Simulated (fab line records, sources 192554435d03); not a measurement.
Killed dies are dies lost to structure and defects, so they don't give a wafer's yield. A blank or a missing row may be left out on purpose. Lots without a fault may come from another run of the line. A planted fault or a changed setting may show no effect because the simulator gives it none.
A struck lot beside a sound one | flow n5_finfet | 28 steps out of a route of 1938
Sound: wafers L853.1, L853.3, L853.5. Struck: wafer L862.5. (L862.1, L862.4 of the same lot were not struck and are left out.) The cause comes at the end.
At each step with rows: each side's tool, then ch and its chambers, then its first start. Under that, the readings that differ: sound wafers | struck wafers | difference of the means | sigmas: that difference in standard deviations of wafers without a fault.
alike: readings whose means differ by less than 2 such deviations, and words and numbers that are the same on both sides. not compared: withheld readings, readings that some wafer has no value for, bounds like >300 that may hide the same value, and numbers for which the record gives no deviation and whose values overlap.
The two part at a step that has a row with sigmas, a row that says differs or no value, or rows on one side only. Numbers that don't overlap but have no deviation are shown without sigmas and don't part them. A reading that every wafer of one side lacks parts them only if that side has two wafers or more.

first, 1 step without rows for these wafers: N5_DUMMY_GATE_UV_OZONE_45 (time 120 s).
N5_DUMMY_GATE_INSPECT_27: inspects for defects (brightfield).
  sound on defect_inspect-01, day 4 08:06; struck on defect_inspect-02, day 6 12:18
  alike: raw_defect_count
N5_SPACER0_ALD_07: deposits SiNx, target thk 2 nm.
  sound on ald_sin-03 ch 0,1,3, day 4 08:08; struck on ald_sin-01 ch 1, day 6 12:20
  alike: heater_power_w
N5_SPACER0_ALD_00: deposits SiOCN, target thk 3.5 nm, pulse time 3 s, purge time 2 s.
  sound on ald_sin-03 ch 0,1,3, day 4 08:17; struck on ald_sin-01 ch 1, day 6 12:29
  reading                    | sound             | struck | difference | sigmas
  precursor_pulse_height_rel | 1.022 0.982 0.996 | 1.048  | +0.048     | +3
  alike: heater_power_w
then, 1 step without rows for these wafers: N5_SPACER0_ALD_08 (deposits SiNx, target thk 2 nm).
N5_SPACER0_INSPECT_04: inspects for defects (darkfield).
  sound on defect_inspect-01, day 4 08:43; struck on defect_inspect-01, day 6 12:54
  reading          | sound       | struck | difference | sigmas
  raw_defect_count | 181 235 167 | 124    | -70        | -2
then, 6 steps without rows for these wafers: N5_SD_EPI_N_COAT_32 (time 60 s, resist thk 350 nm); N5_SD_EPI_N_COAT_33 (time 60 s, resist thk 35 nm); N5_SD_EPI_N_COAT_03 (resist thk 150 nm); N5_SD_EPI_N_EBR_05; N5_SD_EPI_N_SOFTBAKE_04 (time 60 s); N5_SD_EPI_N_EXPOSE_06 (exposes mask SD N BLK, target cd 120 nm).
N5_SD_EPI_N_PEB_07: peb time 60 s.
  sound on litho_track-01 ch 0, day 4 09:02; struck on litho_track-01 ch 0, day 6 13:07
  reading                  | sound             | struck | difference | sigmas
  heater_power_total_W (W) | 175.8 175.9 173.0 | 374.6  | +199.7     | +99 or more
  alike: resist_line_temp_C
then, 1 step without rows for these wafers: N5_SD_EPI_N_DEVELOP_08 (develop time 30 s).
N5_SD_EPI_N_CD_MEAS_09: target cd 120 nm.
  sound on cd_sem-01 ch 0, day 4 09:07; struck on cd_sem-02 ch 0, day 6 13:11
  reading    | sound             | struck | difference | sigmas
  cd_nm (nm) | 120.6 120.6 120.9 | 60.9   | -59.8      | -93
N5_SD_EPI_N_OVL_MEAS_10:
  sound on overlay-01 ch 0, day 4 09:08; struck on overlay-02 ch 0, day 6 13:13
  alike: SD_N_BLK_OVL
N5_SD_EPI_N_INSPECT_11: inspects for defects (macro).
  sound on defect_inspect-01, day 4 09:10; struck on defect_inspect-02, day 6 13:14
  alike: raw_defect_count
N5_SD_EPI_N_DESCUM_14: chemistry O2, time 7.9 s.
  sound on rie_diel-03 ch 1,2,3, day 4 09:13; struck on rie_diel-04 ch 1, day 6 13:16
  reading                   | sound             | struck | difference | sigmas
  throttle_valve_pct (%)    | 20.45 20.23 20.22 | 20.80  | +0.50      | +2
  model.SD_EPI_N.cd_nm (nm) | 120.6 120.6 120.4 | 60.8   | -59.7      |
  alike: drypump_motor_current_A, oes_product_au, rf_vpp_V, showerhead_plenum_p_Torr
  not compared: rf_hours_counter_h
then, 1 step without rows for these wafers: N5_SD_EPI_N_ETCH_34 (etches SiARC in CF4, target depth 45.5 nm, time 75.8 s).
N5_SD_EPI_N_ETCH_35: etches SOC in N2/H2, overetch 108 nm, time 486 s.
  sound on rie_diel-03 ch 1,2,3, day 4 09:19; struck on rie_diel-04 ch 1, day 6 13:22
  alike: bias_w, drypump_motor_current_A, oes_product_au, rf_vpp_V, showerhead_plenum_p_Torr, throttle_valve_pct
  not compared: rf_hours_counter_h
then, 1 step without rows for these wafers: N5_SD_EPI_N_STRIP_36 (strips in N2/H2).
N5_SD_EPI_N_ETCHBACK_44: etches SiNx in CH3F/O2, stops on SiO2, target depth 14.5 nm.
  sound on rie_diel-03 ch 1,2,3, day 4 09:38; struck on rie_diel-04 ch 1, day 6 13:41
  reading                | sound             | struck | difference | sigmas
  throttle_valve_pct (%) | 16.32 16.00 16.33 | 16.70  | +0.48      | +2
  alike: bias_w, drypump_motor_current_A, oes_product_au, rf_vpp_V, showerhead_plenum_p_Torr
  not compared: rf_hours_counter_h
N5_SD_EPI_N_ETCH_45: etches SiOCN in CH3F/O2, target depth 6 nm.
  sound on rie_diel-03 ch 1,2,3, day 4 09:44; struck on rie_diel-04 ch 1, day 6 13:47
  reading                | sound             | struck | difference | sigmas
  rf_vpp_V (V)           | 128.0 124.6 127.4 | 129.3  | +2.6       | +3
  throttle_valve_pct (%) | 23.13 22.96 23.24 | 23.77  | +0.66      | +2
  alike: bias_w, drypump_motor_current_A, oes_product_au, showerhead_plenum_p_Torr
  not compared: rf_hours_counter_h
then, 2 steps without rows for these wafers: N5_SD_EPI_N_ETCH_16 (etches SiO2 in CHF3/O2, target depth 5 nm); N5_SD_EPI_N_STRIP_47 (strips in CHF3/O2).
N5_SD_EPI_N_SD_RECESS_17: chemistry HBr/Cl2/O2, target depth 41 nm, time 23.7 s, bt time 3 s.
  sound on rie_si-02 ch 0,1,3, day 4 09:55; struck on rie_si-02 ch 0, day 6 13:57
  reading                   | sound             | struck | difference | sigmas
  model.SD_EPI_N.cd_nm (nm) | 120.8 120.6 122.8 | 60.2   | -61.2      |
  alike: bias_w, drypump_motor_current_A, oes_product_au, throttle_valve_pct
  not compared: rf_hours_counter_h
then, 1 step without rows for these wafers: N5_SD_EPI_N_STRIP_38 (strips in N2/H2).
N5_BEOL_M4_RC_MEAS_101:
  the record has rows for the sound wafers here (prober-02 ch 0, day 9 10:13) and none for the struck ones

WHERE THEY PART
First at N5_SPACER0_ALD_00; last, within this record, at N5_BEOL_M4_RC_MEAS_101.

WHY: what the simulator had put in
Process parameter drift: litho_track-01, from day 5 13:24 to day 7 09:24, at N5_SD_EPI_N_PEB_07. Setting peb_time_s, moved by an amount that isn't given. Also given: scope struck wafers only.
